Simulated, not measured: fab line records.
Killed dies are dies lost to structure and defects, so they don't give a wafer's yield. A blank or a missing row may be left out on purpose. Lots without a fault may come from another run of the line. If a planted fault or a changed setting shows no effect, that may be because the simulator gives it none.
Chamber matching + flow nand-harc + NHARC_P_STI_ETCH_15 on rie-si-01 has 4 sister chambers
The step etches the open film in HBr/Cl2, target depth 300 nm, time 100.1 s. 4 wafers are shown with their chamber, then 7 later ones without.

WAFERS WITH THEIR CHAMBER
| wafer  | chamber | drypump-motor-current-A (A) |
|--------|---------|-----------------------------|
| L707.3 | 3       | 6.3                         |
| L713.6 | 0       | 5.6                         |
| L720.2 | 1       | 5.6                         |
| L720.3 | 2       | 5.6                         |

WAFERS WITHOUT THEIR CHAMBER
| wafer  | drypump-motor-current-A (A) |
|--------|-----------------------------|
| L720.5 | 5.5                         |
| L722.2 | 6.3                         |
| L722.4 | 5.6                         |
| L722.5 | 6.3                         |
| L724.3 | 5.6                         |
| L724.4 | 5.6                         |
| L724.6 | 5.6                         |

WHICH CHAMBER EACH ONE RAN IN
| wafer  | from the rows above          | in truth |
|--------|------------------------------|----------|
| L720.5 | can't be placed: 0 or 1 or 2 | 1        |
| L722.2 | 3                            | 3        |
| L722.4 | can't be placed: 0 or 1 or 2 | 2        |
| L722.5 | 3                            | 3        |
| L724.3 | can't be placed: 0 or 1 or 2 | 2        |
| L724.4 | can't be placed: 0 or 1 or 2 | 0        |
| L724.6 | can't be placed: 0 or 1 or 2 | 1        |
2 of 7 placed correctly. Can't be placed from these rows: 5 (the true chamber is among the candidates in 5). Wrongly placed: 0.
How it was worked out, from the rows above alone: a wafer's distance from a chamber is the root of the sum, over the readings, of the square of ((its reading less the chamber's mean) divided by the reading's scatter). If the next closest chamber is less than 2 further off than the closest, the wafer can't be placed; otherwise it belongs to the closest. The mean given for a chamber averages the wafers shown for that chamber. The scatter: with one shown wafer a chamber, the root of the mean of the squares of how far each hidden wafer lies from its nearest shown one.
